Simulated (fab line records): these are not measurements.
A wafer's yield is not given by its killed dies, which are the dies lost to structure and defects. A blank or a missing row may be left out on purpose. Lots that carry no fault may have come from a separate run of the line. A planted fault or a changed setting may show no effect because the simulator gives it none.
Comparing a struck lot with a sound one || flow nandHarc || 15 steps out of a route of 1302
Sound: wafers L578.4, L578.5, L578.6. The struck wafers were L572.1, L572.5, L572.6. The cause is named last.
Order at every step that has rows: each side's tool, ch and its chambers, its first start. Under that, the readings that differ: sound wafers || struck wafers || difference of the means || sigmas: that difference in standard deviations of wafers without a fault.
alike: same words and numbers on both sides, and readings whose means sit less than 2 such deviations apart. not compared: any withheld reading, any reading some wafer has no value for, any bound like >300 that may hide the same value, and any number with overlapping values for which the record gives no deviation.
Wherever a step has rows on one side only, a row that says differs or no value, or a row with sigmas, the two part there. Numbers that have no deviation but don't overlap get no sigmas and don't part them. Lack of a reading on every wafer of one side parts them only where that side has two or more wafers.

first, 1 step without rows for these wafers: NHARC_A_CHANNEL_HOLE_D2_SRD_30.
NHARC_A_CHANNEL_HOLE_D2_CD_MEAS_31:
  sound on cdSem-03 at day 22 19:05; struck on cdSem-02 at day 20 10:01
  alike: cdNm
NHARC_A_CHANNEL_HOLE_D2_XSEM_32:
  sound on xsem-02 ch 0, day 22 19:11; struck on xsem-02 ch 0, day 20 10:06
  alike: botCdNm, bowNm, tiltDeg
NHARC_A_CHANNEL_HOLE_D2_INSPECT_40:
  sound on defectInspect-02 at day 22 19:16; struck on defectInspect-02 at day 20 10:12
  alike: rawDefectCount
then, 2 steps without rows for these wafers: NHARC_A_CHANNEL_FILL_D2_PRECLEAN_00 (cleans in SC1); NHARC_A_CHANNEL_FILL_D2_SRD_01.
NHARC_A_CHANNEL_FILL_D2_ALD_02: deposits SiO2, target thk 6 nm, pulse time 10 s, ald cycles 60.
  sound on aldHk-02 ch 0,2,3, day 22 19:36; struck on aldHk-03 ch 1,2,3, day 20 10:32
  alike: heaterPowerW, precursorPulseHeightRel
then, 2 steps without rows for these wafers: NHARC_A_CHANNEL_FILL_D2_ALD_03 (deposits SiNx, target thk 6 nm, pulse time 60 s, ald cycles 58); NHARC_A_CHANNEL_FILL_D2_ALD_14 (deposits SiO2, target thk 2.5 nm, pulse time 10 s, ald cycles 25).
NHARC_A_CHANNEL_FILL_D2_ALD_15: deposits SiNx, target thk 2 nm, pulse time 60 s, ald cycles 19.
  sound: aldSinBatch-02 ch 0; struck: aldSinBatch-01 ch 0
{"reading": "precursorPulseHeightRel", "sound": "1.033 1.018 0.994", "struck": "0.967 0.960 0.996", "difference": -0.041, "sigmas": -2}
NHARC_A_CHANNEL_FILL_D2_ALD_16: deposits SiO2, target thk 1.5 nm, pulse time 10 s, ald cycles 15.
  sound on aldHk-03 ch 0,3, day 23 07:40; struck on aldHk-03 ch 0,1,2, day 20 21:24
  alike: heaterPowerW, precursorPulseHeightRel
then, 1 step without rows for these wafers: NHARC_A_CHANNEL_FILL_D2_ANNEAL_17 (time 1800 s).
NHARC_A_CHANNEL_FILL_D2_CVD_18: deposits poly-Si, target thk 3 nm.
  struck on lpcvdPoly-04, day 21 07:13; sound on lpcvdPoly-02 ch 0, day 23 17:33
  no value came back on the struck wafers for spikeTcBottomC (C), spikeTcCentreC (C), spikeTcLowerC (C), zonePowerUpperPct (%); on the sound wafers spikeTcBottomC (C) reads 570.8 570.6 569.0
NHARC_A_CHANNEL_FILL_D2_ETCHBACK_19: etches the open film in HBr/Cl2, target depth 5 nm, time 1.7 s.
  sound on rieSi-06 ch 1,2, day 23 19:36; struck on rieSi-06 ch 0,1,3, day 21 09:18
  alike: drypumpMotorCurrentA, oesProductAu, throttleValvePct
  not compared: rfHoursCounterH
-- record jumps: 10 days between struck wafers' starts before vs after; left off in module A_CHANNEL_FILL_D2, resumes in module END, first step shown is number 1302 of the route --
NHARC_END_SORT_01:
  the record has rows for the struck wafers here (prober-02 ch 0, day 31 06:45) and none for the sound ones

## WHERE THEY PART
Earliest at NHARC_A_CHANNEL_FILL_D2_ALD_15; latest, in this record, at NHARC_END_SORT_01.

WHY: whatever the simulator had introduced
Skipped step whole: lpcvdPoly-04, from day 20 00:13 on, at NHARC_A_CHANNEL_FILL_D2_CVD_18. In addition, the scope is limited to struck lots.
